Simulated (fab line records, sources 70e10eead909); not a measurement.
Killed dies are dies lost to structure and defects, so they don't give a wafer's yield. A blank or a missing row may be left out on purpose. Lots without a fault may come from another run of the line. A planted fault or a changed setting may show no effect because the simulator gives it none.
fab line records | flow nand_harc
record lots=5 wafers=15 last_day=35
route steps=1302 shown P_GATE@193 P_CONTACT@217
lots that met no fault: from a run of the same line without faults
start_h: hours from the record's first day to the start of the lot's first wafer shown | wait_h: hours since the lot's step before | " the same as in the row above | L1.1+2: a row that stands for several wafers | - no value, or no start given | * or withheld: withheld | < > ~ a bound
route shown NAME@n: a module of which the file shows steps, and the number in the route of the first | usual: mean/standard deviation of fault-free wafers | same: alike in all rows | chamber/n: place in a boat | sites: the reading at each site | _std_site: their standard deviation | _edge_site: outer sites' mean less inner sites' | radius_mm: how far each site lies from the wafer's centre | mask NAME#n: copy n | behind: the tool/chamber that last shaped the wafer | hold: why the lot was held/for how many hours/how that ended | device: the transistor (n, p or np) that didn't switch | end of line: the same wafers' tests at the end of the route | a step without rows: its recipe alone | killed: dies lost to structure and defects at the first sort, not the wafer's yield | map: a wafer's dies, x killed, . not, _ none there
set.NAME: the setting as run; set.NAME@STEP: as run at that earlier step | model.NAME: the simulator's own value behind a step, which no gauge read
lots at some steps of the route; a table a step, a row a wafer
services: from which hour (start_h, from the record's first day; less than 0 if before it) a tool's chamber was out of use, for how many hours, and why
## steps
# step NHARC_P_GATE_HMDS_84
# recipe time_s=30
# columns lot.wafer tool chamber start_h wait_h
L078.4+5+6 litho_track-07 0 - -
L085.1+2+4 litho_track-03 0 - -
L090.1+4+5 litho_track-05 0 - -
L092.2+4+6 litho_track-03 0 - -
L097.1+5+6 litho_track-05 0 - -
# step NHARC_P_GATE_COAT_85
# recipe spin_rpm=3000
# columns lot.wafer tool chamber start_h wait_h
L078.4+5+6 litho_track-07 0 - -
L085.1+2+4 litho_track-03 0 - -
L090.1+4+5 litho_track-05 0 - -
L092.2+4+6 litho_track-03 0 - -
L097.1+5+6 litho_track-05 0 - -
# step NHARC_P_GATE_SOFTBAKE_86
# recipe temp_c=122 time_s=95
# usual heater_power_total_W=160.1/0.48
# columns lot.wafer tool chamber start_h wait_h heater_power_total_W
L078.4 litho_track-07 0 - - 160.7
L078.5 " 0 " " 159.2
L078.6 " 0 " " 160.5
L085.1 litho_track-03 0 - - 159.9
L085.2 " 0 " " 160.5
L085.4 " 0 " " 160.3
L090.1 litho_track-05 0 - - 160.3
L090.4 " 0 " " 160.6
L090.5 " 0 " " 160.3
L092.2 litho_track-03 0 - - 160.1
L092.4 " 0 " " 160.8
L092.6 " 0 " " 160.1
L097.1 litho_track-05 0 - - 160.3
L097.5 " 0 " " 160.5
L097.6 " 0 " " 159.8
# step NHARC_P_GATE_EBR_87
# columns lot.wafer tool chamber start_h wait_h
L078.4+5+6 litho_track-07 0 - -
L085.1+2+4 litho_track-03 0 - -
L090.1+4+5 litho_track-05 0 - -
L092.2+4+6 litho_track-03 0 - -
L097.1+5+6 litho_track-05 0 - -
# step NHARC_P_GATE_EXPOSE_88
# recipe na=0.6 target_cd_nm=2000 dose_mj=11.87 mask_id=P_HVN
# columns lot.wafer tool chamber start_h wait_h mask
L078.4+5+6 krf_scanner-02 0 150.68 - P_HVN#0
L085.1+2+4 krf_scanner-04 0 219.52 - P_HVN#0
L090.1+4+5 krf_scanner-03 0 273.09 - P_HVN#0
L092.2+4+6 krf_scanner-03 0 301.42 - P_HVN#0
L097.1+5+6 krf_scanner-03 0 344.07 - P_HVN#0
# step NHARC_P_GATE_PEB_89
# recipe peb_temp_c=118 peb_time_s=85
# usual heater_power_total_W=163.93/0.26
# columns lot.wafer tool chamber start_h wait_h heater_power_total_W
L078.4 litho_track-03 0 150.73 0.0 164.21
L078.5 " 0 " " 164.03
L078.6 " 0 " " 163.84
L085.1 litho_track-07 0 219.59 0.1 164.31
L085.2 " 0 " " 164.08
L085.4 " 0 " " 163.77
L090.1 litho_track-03 0 273.15 0.1 163.78
L090.4 " 0 " " 163.62
L090.5 " 0 " " 164.05
L092.2 litho_track-07 0 301.48 0.1 163.79
L092.4 " 0 " " 163.66
L092.6 " 0 " " 163.77
L097.1 litho_track-05 0 344.14 0.1 163.89
L097.5 " 0 " " 164.39
L097.6 " 0 " " 164.21
# step NHARC_P_GATE_DEVELOP_90
# recipe time_s=70
# columns lot.wafer tool chamber start_h wait_h
L078.4+5+6 litho_track-03 0 - -
L085.1+2+4 litho_track-07 0 - -
L090.1+4+5 litho_track-03 0 - -
L092.2+4+6 litho_track-07 0 - -
L097.1+5+6 litho_track-05 0 - -
# step NHARC_P_GATE_CD_MEAS_91
# recipe target_cd_nm=2000 landing_energy_ev=500
# usual cd_nm=1999.0/1.6
# columns lot.wafer tool chamber start_h wait_h cd_nm
L078.4 cd_sem-01 0 150.83 - 2000.2
L078.5 " 0 " " 1999.0
L078.6 " 0 " " 1999.6
L085.1 cd_sem-03 0 219.68 - 2000.0
L085.2 " 0 " " 1999.2
L085.4 " 0 " " 1997.8
L090.1 cd_sem-03 0 273.24 - 1998.8
L090.4 " 0 " " 2001.6
L090.5 " 0 " " 2001.4
L092.2 cd_sem-03 0 301.57 - 1997.3
L092.4 " 0 " " 1997.8
L092.6 " 0 " " 1999.5
L097.1 cd_sem-02 0 344.23 - 2000.5
L097.5 " 0 " " 1998.1
L097.6 " 0 " " 1997.3
# step NHARC_P_GATE_HARDBAKE_92
# recipe temp_c=125 time_s=80
# usual heater_power_total_W=183.9/0.72
# columns lot.wafer tool chamber start_h wait_h heater_power_total_W
L078.4 litho_track-05 0 150.91 - 184.7
L078.5 " 0 " " 184.8
L078.6 " 0 " " 183.4
L085.1 litho_track-05 0 219.76 - 184.2
L085.2 " 0 " " 185.0
L085.4 " 0 " " 182.9
L090.1 litho_track-05 0 273.32 - 183.7
L090.4 " 0 " " 184.5
L090.5 " 0 " " 183.4
L092.2 litho_track-03 0 301.65 - 184.2
L092.4 " 0 " " 184.8
L092.6 " 0 " " 183.9
L097.1 litho_track-03 0 344.31 - 182.7
L097.5 " 0 " " 184.6
L097.6 " 0 " " 185.0
# step NHARC_P_GATE_DESCUM_93
# recipe time_s=3 o2_flow_sccm=200 ar_flow_sccm=0 bias_power_w=0 chemistry=O2
# usual drypump_motor_current_A=5.7/0.34 oes_product_au=0.999/0.009 rf_vpp_V=57.6/0.93 showerhead_plenum_p_Torr=1.90/0.094 throttle_valve_pct=11.310/0.0085
# columns lot.wafer tool chamber start_h wait_h drypump_motor_current_A oes_product_au rf_hours_counter_h rf_vpp_V showerhead_plenum_p_Torr throttle_valve_pct
L078.4 rie_diel-10 1 151.03 - 6.0 1.010 - 57.6 1.86 11.329
L078.5 " 2 " " 5.7 1.001 - 57.9 1.79 11.315
L078.6 " 0 " " 6.4 1.010 - 58.1 1.99 11.308
L085.1 rie_diel-10 3 219.85 - 5.9 0.998 8 58.5 2.02 11.296
L085.4 " 0 " " 6.4 0.995 7 58.2 1.98 11.300
L085.2 " 1 " " 6.0 1.005 7 57.3 1.86 11.312
L090.4 rie_diel-03 1 273.42 - 6.1 0.997 8 57.9 1.99 11.310
L090.1 " 3 " " 5.8 0.992 8 56.9 1.78 11.323
L090.5 " 0 " " 5.3 0.992 - 59.3 1.78 11.316
L092.2 rie_diel-10 3 301.73 - 5.9 1.013 3 57.1 2.02 11.314
L092.4 " 2 " " 5.7 0.997 3 57.3 1.79 11.304
L092.6 " 0 " " 6.4 0.995 - 56.9 1.98 11.307
L097.1 rie_diel-06 1 344.39 - 5.5 0.986 2 57.2 2.01 11.316
L097.6 " 1 " " 5.5 0.979 - 57.4 2.01 11.313
L097.5 " 2 " " 5.9 1.003 - 58.2 1.89 11.314
# step NHARC_P_GATE_IMPLANT_94
# recipe energy_kev=60 dose_cm2=2e+15 tilt_deg=7
# usual beam_on_s=20.1/1.7
# columns lot.wafer tool chamber start_h wait_h beam_on_s
L078.4 implanter-01 0 151.24 0.2 22.1
L078.5 " 0 " " 22.2
L078.6 " 0 " " 20.9
L085.1 implanter-01 0 219.99 0.1 21.8
L085.2 " 0 " " 21.8
L085.4 " 0 " " 21.8
L090.1 implanter-02 0 273.55 0.1 18.9
L090.4 " 0 " " 18.6
L090.5 " 0 " " 18.8
L092.2 implanter-02 0 301.91 0.2 18.4
L092.4 " 0 " " 18.1
L092.6 " 0 " " 18.0
L097.1 implanter-02 0 344.53 0.1 18.4
L097.5 " 0 " " 18.6
L097.6 " 0 " " 18.0
# step NHARC_P_GATE_STRIP_113
# recipe power_w=1500 temp_c=110 time_s=740 chemistry=N2/H2
# usual drypump_motor_current_A=5.3/0.52 heater_power_w=93/4 temp_c=109.98/0.15
# columns lot.wafer tool chamber start_h wait_h drypump_motor_current_A heater_power_w rf_hours_counter_h temp_c
L078.4 plasma_asher-02 0 151.74 0.5 4.8 95 - 109.68
L078.5 " 1 " " 5.2 90 - 109.84
L078.6 " 0 " " 4.8 96 - 109.60
L085.1 plasma_asher-02 0 220.21 0.2 4.8 93 29 109.79
L085.2 " 1 " " 5.2 83 29 109.99
L085.4 " 0 " " 4.8 96 - 109.71
L090.1 plasma_asher-01 0 273.77 0.2 5.7 91 21 110.06
L090.4 " 1 " " 6.1 98 - 109.88
L090.5 " 1 " " 6.1 100 - 109.84
L092.2 plasma_asher-02 0 302.10 0.2 4.8 96 9 109.89
L092.4 " 0 " " 4.8 94 - 109.89
L092.6 " 0 " " 4.8 93 - 109.75
L097.1 plasma_asher-02 0 344.88 0.3 4.8 96 20 110.05
L097.6 " 1 " " 5.2 94 - 110.16
L097.5 " 0 " " 4.8 95 - 109.96
# step NHARC_P_GATE_STRIP_95
# recipe power_w=1500 temp_c=250 chemistry=O2
# usual drypump_motor_current_A=5.3/0.52 heater_power_w=348/15 temp_c=250.01/0.17
# columns lot.wafer tool chamber start_h wait_h drypump_motor_current_A heater_power_w rf_hours_counter_h temp_c
L078.4 plasma_asher-02 0 152.13 0.3 4.8 348 - 250.15
L078.5 " 1 " " 5.2 327 - 249.89
L078.6 " 0 " " 4.8 359 - 249.88
L085.1 plasma_asher-02 0 220.94 0.6 4.8 356 30 249.88
L085.2 " 1 " " 5.2 332 30 249.98
L085.4 " 0 " " 4.8 354 - 250.04
L090.1 plasma_asher-01 0 274.47 0.6 5.7 337 22 249.78
L090.4 " 1 " " 6.1 369 - 249.99
L090.5 " 1 " " 6.1 357 - 250.28
L092.2 plasma_asher-02 0 302.81 0.6 4.8 358 9 250.30
L092.4 " 0 " " 4.8 356 - 250.24
L092.6 " 0 " " 4.8 352 - 250.50
L097.1 plasma_asher-02 0 345.49 0.5 4.8 353 20 249.73
L097.6 " 1 " " 5.2 348 - 250.07
L097.5 " 0 " " 4.8 355 - 249.94
# step NHARC_P_GATE_STRIP_96
# recipe time_s=900 temp_c=130 chemistry=SPM
# usual temp_c=129.99/0.14
# columns lot.wafer tool chamber start_h wait_h temp_c
L078.4 wet_bench-06 6 152.32 0.2 130.04
L078.5 " 7 " " 129.73
L078.6 " 0 " " 129.98
L085.2 wet_bench-05 3 221.16 0.2 129.82
L085.1 " 4 " " 129.77
L085.4 " 5 " " 130.11
L090.1 wet_bench-01 2 274.69 0.2 130.04
L090.4 " 5 " " 130.07
L090.5 " 6 " " 129.97
L092.4 wet_bench-05 1 303.03 0.2 129.60
L092.2 " 3 " " 130.12
L092.6 " 5 " " 129.95
L097.5 wet_bench-06 7 345.71 0.2 130.09
L097.1 " 0 " " 129.93
L097.6 " 1 " " 130.08
# step NHARC_P_GATE_RTA_64
# recipe temp_c=1050 time_s=1
# usual lamp_power_pct=31.8/1.2 wafer_temp_C_max=1056.9/1.2
# columns lot.wafer tool chamber start_h wait_h lamp_power_pct wafer_temp_C_max
L078.4 rtp_anneal-01 0 152.74 - 33.3 1055.8
L078.5 " 0 " " 33.3 1055.2
L078.6 " 0 " " 33.3 1057.8
L085.1 rtp_anneal-02 0 221.51 - 30.8 1056.3
L085.2 " 0 " " 30.8 1056.5
L085.4 " 0 " " 30.9 1056.5
L090.1 rtp_anneal-02 0 275.08 - 30.8 1058.0
L090.4 " 0 " " 30.9 1058.0
L090.5 " 0 " " 30.8 1056.3
L092.2 rtp_anneal-02 0 303.41 - 30.9 1057.4
L092.4 " 0 " " 30.8 1056.7
L092.6 " 0 " " 30.8 1057.6
L097.1 rtp_anneal-02 0 346.04 - 30.8 1055.1
L097.5 " 0 " " 30.8 1057.5
L097.6 " 0 " " 30.8 1056.8
# step NHARC_P_GATE_ETCH_77
# recipe target_depth_a=60 chemistry=dHF material=SiO2
# columns lot.wafer tool chamber start_h wait_h
L078.5+4+6 wet_bench-06 6,1,2 152.86 0.1
L085.1+2+4 wet_bench-01 2,3,6 221.71 0.2
L090.1+5+4 wet_bench-06 6,7,1 275.28 0.2
L092.4+2+6 wet_bench-01 1,2,4 303.59 0.1
L097.5+6+1 wet_bench-05 1,3,4 346.25 0.1
# step NHARC_P_GATE_DEGAS_109
# recipe temp_c=300 time_s=60
# usual heater_power_w=457/49 susceptor_temp_C=300.01/0.18
# columns lot.wafer tool chamber start_h wait_h heater_power_w susceptor_temp_C
L078.4 pvd_sputter-02 - 152.97 0.1 436 300.16
L078.5 " - " " 495 299.88
L078.6 " - " " 427 300.02
L085.4 pvd_sputter-03 - 221.82 0.1 457 300.40
L085.1 " - " " 439 300.09
L085.2 " - " " 516 300.12
L090.1 pvd_sputter-03 - 275.38 0.1 505 -
L090.4 " - " " 425 -
L090.5 " - " " 385 -
L092.2 pvd_sputter-02 - 303.69 0.1 426 299.89
L092.4 " - " " 519 300.17
L092.6 " - " " 481 299.89
L097.1 pvd_sputter-01 - 346.34 0.1 408 300.03
L097.5 " - " " 404 299.70
L097.6 " - " " 526 300.41
# step NHARC_P_GATE_PRE_CLEAN_110
# recipe time_s=30 bias_v=200 gas=Ar
# columns lot.wafer tool chamber start_h wait_h
L078.4+6+5 pvd_sputter-02 - - -
L085.2+1+4 pvd_sputter-03 - - -
L090.4+1+5 pvd_sputter-03 - - -
L092.2+4+6 pvd_sputter-02 - - -
L097.1+5+6 pvd_sputter-01 - - -
# step NHARC_P_GATE_SPUTTER_78
# recipe target_thk_a=100 material=Ni
# columns lot.wafer tool chamber start_h wait_h
L078.4+5+6 pvd_sputter-02 - - -
L085.4+2+1 pvd_sputter-03 - - -
L090.1+4+5 pvd_sputter-03 - - -
L092.2+4+6 pvd_sputter-02 - - -
L097.1+6+5 pvd_sputter-01 - - -
# step NHARC_P_GATE_SPUTTER_79
# recipe target_thk_a=100 material=TiN
# columns lot.wafer tool chamber start_h wait_h
L078.4+6+5 pvd_sputter-02 - - -
L085.2+1+4 pvd_sputter-03 - - -
L090.4+1+5 pvd_sputter-03 - - -
L092.2+4+6 pvd_sputter-02 - - -
L097.1+5+6 pvd_sputter-01 - - -
# step NHARC_P_GATE_RTA_80
# recipe temp_c=300 time_s=30
# usual wafer_temp_C_max=302.0/0.43
# columns lot.wafer tool chamber start_h wait_h wafer_temp_C_max
L078.4 rtp_anneal-02 0 153.34 - 302.2
L078.5 " 0 " " 301.5
L078.6 " 0 " " 302.1
L085.1 rtp_anneal-02 0 222.27 - 302.1
L085.2 " 0 " " 301.7
L085.4 " 0 " " 302.3
L090.1 rtp_anneal-01 0 275.68 - 302.4
L090.4 " 0 " " 301.8
L090.5 " 0 " " 302.1
L092.2 rtp_anneal-01 0 304.01 - 302.7
L092.4 " 0 " " 301.8
L092.6 " 0 " " 302.3
L097.1 rtp_anneal-02 0 346.64 - 302.1
L097.5 " 0 " " 301.8
L097.6 " 0 " " 302.5
# step NHARC_P_GATE_STRIP_67
# recipe time_s=600 temp_c=130 chemistry=SPM
# usual temp_c=130.00/0.13
# columns lot.wafer tool chamber start_h wait_h temp_c
L078.5 wet_bench-06 0 153.46 0.1 130.09
L078.6 " 3 " " 129.83
L078.4 " 4 " " 130.03
L085.2 wet_bench-06 7 222.47 0.1 130.12
L085.1 " 1 " " 129.79
L085.4 " 2 " " 130.09
L090.4 wet_bench-06 1 275.88 0.1 129.90
L090.5 " 2 " " 129.87
L090.1 " 3 " " 129.97
L092.2 wet_bench-06 2 304.18 0.1 129.88
L092.6 " 3 " " 130.03
L092.4 " 7 " " 129.84
L097.1 wet_bench-06 0 346.85 0.2 130.01
L097.5 " 1 " " 129.92
L097.6 " 2 " " 129.99
# step NHARC_P_GATE_RTA_82
# recipe temp_c=450 time_s=30
# usual lamp_power_pct=3.73/0.14 wafer_temp_C_max=452.9/0.55
# columns lot.wafer tool chamber start_h wait_h lamp_power_pct wafer_temp_C_max
L078.4 rtp_anneal-01 0 153.80 - 3.91 452.3
L078.5 " 0 " " 3.90 452.8
L078.6 " 0 " " 3.91 452.5
L085.1 rtp_anneal-01 0 222.84 - 3.90 454.0
L085.2 " 0 " " 3.90 453.2
L085.4 " 0 " " 3.90 453.2
L090.1 rtp_anneal-02 0 276.13 - 3.61 453.6
L090.4 " 0 " " 3.61 452.7
L090.5 " 0 " " 3.61 454.3
L092.2 rtp_anneal-02 0 304.46 - 3.61 452.6
L092.4 " 0 " " 3.61 452.6
L092.6 " 0 " " 3.61 452.9
L097.1 rtp_anneal-02 0 347.22 - 3.62 453.2
L097.5 " 0 " " 3.61 453.1
L097.6 " 0 " " 3.61 454.1
# step NHARC_P_GATE_INSPECT_68
# usual raw_defect_count=230/120
# columns lot.wafer tool chamber start_h wait_h raw_defect_count
L078.4 defect_inspect-01 - 153.92 0.1 268
L078.5 " - " " 339
L078.6 " - " " 272
L085.1 defect_inspect-01 - 223.04 0.2 264
L085.2 " - " " 149
L085.4 " - " " 220
L090.1 defect_inspect-01 - 276.34 0.2 183
L090.4 " - " " 332
L090.5 " - " " 236
L092.2 defect_inspect-02 - 304.63 0.1 303
L092.4 " - " " 178
L092.6 " - " " 355
L097.1 defect_inspect-01 - 347.42 0.2 194
L097.5 " - " " 172
L097.6 " - " " 142
# step NHARC_P_CONTACT_DEP_30
# recipe target_thk_a=300 temp_c=400 target_thk_nm=30 flow_sccm=200 rf_w=450 material=SiNx
# usual heater_power_w=725/130 susceptor_temp_C=400.00/0.22
# columns lot.wafer tool chamber start_h wait_h heater_power_w susceptor_temp_C
L078.5 pecvd-01 2 154.10 0.2 784 399.99
L078.4 " 0 " " 786 399.76
L078.6 " 1 " " 606 399.66
L085.1 pecvd-01 1 223.14 0.1 678 400.16
L085.2 " 2 " " 826 399.85
L085.4 " 2 " " 788 399.92
L090.1 pecvd-02 0 276.48 0.1 975 399.83
L090.5 " 2 " " 837 399.85
L090.4 " 0 " " 970 399.60
L092.2 pecvd-03 2 304.74 0.1 581 399.85
L092.6 " 1 " " 610 400.13
L092.4 " 2 " " 601 399.99
L097.1 pecvd-01 0 347.52 0.1 678 400.47
L097.6 " 2 " " 783 399.91
L097.5 " 0 " " 670 399.74
# step NHARC_P_CONTACT_DEP_00
# recipe target_thk_a=5000 temp_c=400 pressure_torr=6.5 rf_w=900 teos_flow_sccm=161.4 flow_sccm=2650 target_thk_nm=500 gas=O2 material=SiO2
# usual heater_power_w=562/120 susceptor_temp_C=399.99/0.22 throttle_valve_pct=15.8/0.45
# columns lot.wafer tool chamber start_h wait_h heater_power_w susceptor_temp_C throttle_valve_pct
L078.5 pecvd-01 2 - - 610 399.91 15.7
L078.4 " 0 " " 649 400.38 15.6
L078.6 " 1 " " 442 399.65 16.0
L085.1 pecvd-01 1 - - 416 400.04 16.3
L085.2 " 2 " " 579 400.06 15.7
L085.4 " 2 " " 599 399.80 15.8
L090.1 pecvd-02 0 - - 790 399.89 15.0
L090.5 " 2 " " 552 400.16 15.4
L090.4 " 0 " " 640 399.77 15.1
L092.2 pecvd-03 2 - - 452 399.90 16.6
L092.6 " 1 " " 469 399.86 16.7
L092.4 " 2 " " 329 399.73 16.3
L097.1 pecvd-01 0 - - 535 400.35 16.1
L097.6 " 2 " " 465 399.73 15.5
L097.5 " 0 " " 549 400.02 15.9
# step NHARC_P_CONTACT_CMP_01
# recipe target_thk_nm=200 material=SiO2
# usual motor_current_A=12.5/0.97
# columns lot.wafer tool chamber start_h wait_h motor_current_A
L078.4 cmp-02 2 154.74 - 12.3
L078.5 " 0 " " 12.9
L078.6 " 1 " " 11.4
L085.1 cmp-02 3 223.84 - 12.9
L085.2 " 0 " " 13.6
L085.4 " 1 " " 11.0
L090.1 cmp-01 3 277.14 - 12.6
L090.4 " 1 " " 12.8
L090.5 " 3 " " 12.6
L092.2 cmp-02 2 305.41 - 12.3
L092.4 " 1 " " 10.9
L092.6 " 2 " " 11.6
L097.1 cmp-03 2 348.20 - 10.5
L097.5 " 2 " " 10.3
L097.6 " 3 " " 12.6
# step NHARC_P_CONTACT_SRD_03
# columns lot.wafer tool chamber start_h wait_h
L078.5+6+4 wet_bench-02 5,7,1 154.98 0.0
L085.2+1+4 wet_bench-02 6,7,1 224.13 0.0
L090.1+4+5 wet_bench-03 5,7,0 277.41 0.0
L092.2+6+4 wet_bench-03 4,0,1 305.70 0.0
L097.1+6+5 wet_bench-02 7,0,2 348.50 0.0
# step NHARC_P_CONTACT_DEHYDRATE_04
# recipe temp_c=150 time_s=120
# usual heater_power_total_W=182.6/1.3
# columns lot.wafer tool chamber start_h wait_h heater_power_total_W
L078.4 litho_track-04 0 155.07 0.1 180.8
L078.5 " 0 " " 184.2
L078.6 " 0 " " 183.0
L085.1 litho_track-04 0 224.20 0.1 183.8
L085.2 " 0 " " 183.5
L085.4 " 0 " " 180.9
L090.1 litho_track-06 0 277.49 0.1 181.4
L090.4 " 0 " " 184.0
L090.5 " 0 " " 181.3
L092.2 litho_track-06 0 305.79 0.1 183.7
L092.4 " 0 " " 184.3
L092.6 " 0 " " 184.8
L097.1 litho_track-06 0 348.58 0.1 182.7
L097.5 " 0 " " 180.9
L097.6 " 0 " " 182.4
# step NHARC_P_CONTACT_HMDS_05
# recipe time_s=30
# columns lot.wafer tool chamber start_h wait_h
L078.4+5+6 litho_track-04 0 - -
L085.1+2+4 litho_track-04 0 - -
L090.1+4+5 litho_track-06 0 - -
L092.2+4+6 litho_track-06 0 - -
L097.1+5+6 litho_track-06 0 - -
# step NHARC_P_CONTACT_COAT_33
# recipe temp_c=260 time_s=75
# usual heater_power_total_W=486.9/1.8
# columns lot.wafer tool chamber start_h wait_h heater_power_total_W
L078.4 litho_track-04 0 - - 487.6
L078.5 " 0 " " 486.5
L078.6 " 0 " " 486.6
L085.1 litho_track-04 0 - - 486.6
L085.2 " 0 " " 484.6
L085.4 " 0 " " 487.5
L090.1 litho_track-06 0 - - 487.8
L090.4 " 0 " " 484.8
L090.5 " 0 " " 485.2
L092.2 litho_track-06 0 - - 484.8
L092.4 " 0 " " 484.7
L092.6 " 0 " " 487.1
L097.1 litho_track-06 0 - - 484.9
L097.5 " 0 " " 485.7
L097.6 " 0 " " 488.9
# step NHARC_P_CONTACT_COAT_34
# recipe temp_c=225 time_s=65
# usual heater_power_total_W=446.7/2.1
# columns lot.wafer tool chamber start_h wait_h heater_power_total_W
L078.4 litho_track-04 0 - - 448.3
L078.5 " 0 " " 447.7
L078.6 " 0 " " 445.0
L085.1 litho_track-04 0 - - 443.9
L085.2 " 0 " " 447.7
L085.4 " 0 " " 449.0
L090.1 litho_track-06 0 - - 446.5
L090.4 " 0 " " 446.2
L090.5 " 0 " " 444.7
L092.2 litho_track-06 0 - - 448.3
L092.4 " 0 " " 449.6
L092.6 " 0 " " 449.8
L097.1 litho_track-06 0 - - 444.0
L097.5 " 0 " " 448.6
L097.6 " 0 " " 448.6
# step NHARC_P_CONTACT_COAT_06
# recipe spin_rpm=1500 resist_thk_nm=90
# columns lot.wafer tool chamber start_h wait_h
L078.4+5+6 litho_track-04 0 - -
L085.1+2+4 litho_track-04 0 - -
L090.1+4+5 litho_track-06 0 - -
L092.2+4+6 litho_track-06 0 - -
L097.1+5+6 litho_track-06 0 - -
# step NHARC_P_CONTACT_SOFTBAKE_07
# recipe temp_c=105 time_s=55
# usual heater_power_total_W=188.45/0.14
# columns lot.wafer tool chamber start_h wait_h heater_power_total_W
L078.4 litho_track-04 0 - - 188.35
L078.5 " 0 " " 188.33
L078.6 " 0 " " 188.70
L085.1 litho_track-04 0 - - 188.72
L085.2 " 0 " " 188.59
L085.4 " 0 " " 188.38
L090.1 litho_track-06 0 - - 188.75
L090.4 " 0 " " 188.28
L090.5 " 0 " " 188.31
L092.2 litho_track-06 0 - - 188.64
L092.4 " 0 " " 188.46
L092.6 " 0 " " 188.59
L097.1 litho_track-06 0 - - 188.28
L097.5 " 0 " " 188.41
L097.6 " 0 " " 188.66
# step NHARC_P_CONTACT_EBR_08
# columns lot.wafer tool chamber start_h wait_h
L078.4+5+6 litho_track-04 0 - -
L085.1+2+4 litho_track-04 0 - -
L090.1+4+5 litho_track-06 0 - -
L092.2+4+6 litho_track-06 0 - -
L097.1+5+6 litho_track-06 0 - -
# step NHARC_P_CONTACT_EXPOSE_09
# recipe na=1.35 target_cd_nm=90 dose_mj=81.26 mask_id=P_CA
# columns lot.wafer tool chamber start_h wait_h mask
L078.4+5+6 arfi_scanner-01 0 155.39 - P_CA#0
L085.1+2+4 arfi_scanner-03 0 224.52 - P_CA#0
L090.1+4+5 arfi_scanner-02 0 277.68 - P_CA#0
L092.2+4+6 arfi_scanner-03 0 306.10 - P_CA#0
L097.1+5+6 arfi_scanner-01 0 348.89 - P_CA#0
# step NHARC_P_CONTACT_PEB_10
# recipe peb_temp_c=100 peb_time_s=65
# usual heater_power_total_W=156.6/0.42
# columns lot.wafer tool chamber start_h wait_h heater_power_total_W
L078.4 litho_track-06 0 155.44 0.0 157.1
L078.5 " 0 " " 155.9
L078.6 " 0 " " 157.2
L085.1 litho_track-04 0 224.58 0.1 156.7
L085.2 " 0 " " 156.7
L085.4 " 0 " " 156.8
L090.1 litho_track-01 0 277.74 0.1 157.0
L090.4 " 0 " " 156.8
L090.5 " 0 " " 156.4
L092.2 litho_track-01 0 306.16 0.1 157.1
L092.4 " 0 " " 156.3
L092.6 " 0 " " 156.5
L097.1 litho_track-04 0 348.95 0.1 157.2
L097.5 " 0 " " 156.9
L097.6 " 0 " " 156.8
# step NHARC_P_CONTACT_DEVELOP_11
# recipe develop_time_s=35 dev_temp_c=23
# usual developer_temp_C=23.00/0.11
# columns lot.wafer tool chamber start_h wait_h developer_temp_C
L078.4 litho_track-06 0 - - 22.86
L078.5 " 0 " " 22.89
L078.6 " 0 " " 23.02
L085.1 litho_track-04 0 - - 22.93
L085.2 " 0 " " 22.91
L085.4 " 0 " " 22.91
L090.1 litho_track-01 0 - - 22.97
L090.4 " 0 " " 23.07
L090.5 " 0 " " 23.04
L092.2 litho_track-01 0 - - 22.91
L092.4 " 0 " " 22.83
L092.6 " 0 " " 22.84
L097.1 litho_track-04 0 - - 22.94
L097.5 " 0 " " 23.07
L097.6 " 0 " " 23.07
# step NHARC_P_CONTACT_CD_MEAS_12
# recipe target_cd_nm=90 landing_energy_ev=500
# usual cd_nm=90.1/0.58
# columns lot.wafer tool chamber start_h wait_h cd_nm
L078.4 cd_sem-03 0 155.52 - 90.9
L078.5 " 0 " " 89.8
L078.6 " 0 " " 90.7
L085.1 cd_sem-02 0 224.66 - 89.6
L085.2 " 0 " " 90.4
L085.4 " 0 " " 90.6
L090.1 cd_sem-02 0 277.82 - 91.0
L090.4 " 0 " " 90.6
L090.5 " 0 " " 89.3
L092.2 cd_sem-03 0 306.24 - 89.9
L092.4 " 0 " " 90.6
L092.6 " 0 " " 90.0
L097.1 cd_sem-03 0 349.03 - 90.5
L097.5 " 0 " " 90.3
L097.6 " 0 " " 90.3
# step NHARC_P_CONTACT_OVL_MEAS_13
# usual overlay_x_nm=-0.1/0.82 overlay_y_nm=0.3/0.87
# columns lot.wafer tool chamber start_h wait_h overlay_x_nm overlay_y_nm
L078.4 overlay-02 - 155.61 - 0.4 0.9
L078.5 " - " " -0.2 0.4
L078.6 " - " " -0.5 1.1
L085.1 overlay-02 - 224.74 - 0.5 -0.4
L085.2 " - " " 0.7 -0.3
L085.4 " - " " 1.1 -0.4
L090.1 overlay-02 - 277.90 - 0.3 -0.4
L090.4 " - " " 0.7 -0.2
L090.5 " - " " 1.1 0.0
L092.2 overlay-02 - 306.32 - -0.6 1.4
L092.4 " - " " -1.0 1.1
L092.6 " - " " -0.7 1.5
L097.1 overlay-01 - 349.11 - 1.5 -0.2
L097.5 " - " " 0.9 0.3
L097.6 " - " " 1.1 0.5
# step NHARC_P_CONTACT_INSPECT_14
# usual raw_defect_count=4.4/2.4
# columns lot.wafer tool chamber start_h wait_h raw_defect_count
L078.4 defect_inspect-01 - 155.64 0.0 5
L078.5 " - " " 5
L078.6 " - " " 3
L085.1 defect_inspect-02 - 224.78 0.0 4
L085.2 " - " " 2
L085.4 " - " " 3
L090.1 defect_inspect-02 - 277.94 0.0 8
L090.4 " - " " 5
L090.5 " - " " 9
L092.2 defect_inspect-01 - 306.36 0.0 5
L092.4 " - " " 7
L092.6 " - " " 9
L097.1 defect_inspect-02 - 349.15 0.0 9
L097.5 " - " " 4
L097.6 " - " " 1
## services
# columns tool chamber start_h hours kind
cmp-02 - 128.37 0.8 repair
pecvd-01 - 130.34 13.0 pm
krf_scanner-03 - 131.21 0.2 repair
cmp-02 - 134.65 4.0 pm
rie_diel-10 3 143.60 7.4 repair
litho_track-01 - 155.00 7.0 pm
pvd_sputter-03 - 168.65 0.8 repair
pecvd-01 - 169.81 0.5 repair
pvd_sputter-03 - 170.06 10.0 pm
litho_track-06 - 179.00 7.0 pm
litho_track-04 - 203.00 7.0 pm
wet_bench-06 - 208.49 8.0 pm
pecvd-01 - 213.21 1.0 repair
pvd_sputter-01 - 226.00 10.0 pm
pvd_sputter-01 - 244.15 6.5 repair
plasma_asher-02 - 249.00 9.0 pm
litho_track-07 - 251.00 7.0 pm
litho_track-03 - 275.00 7.0 pm
pvd_sputter-02 - 282.05 10.0 pm
pvd_sputter-03 - 286.18 9.4 repair
litho_track-05 - 299.01 7.0 pm
pecvd-01 - 328.99 13.0 pm
litho_track-01 - 330.00 7.0 pm
pvd_sputter-03 - 348.07 10.0 pm
## key
fault none
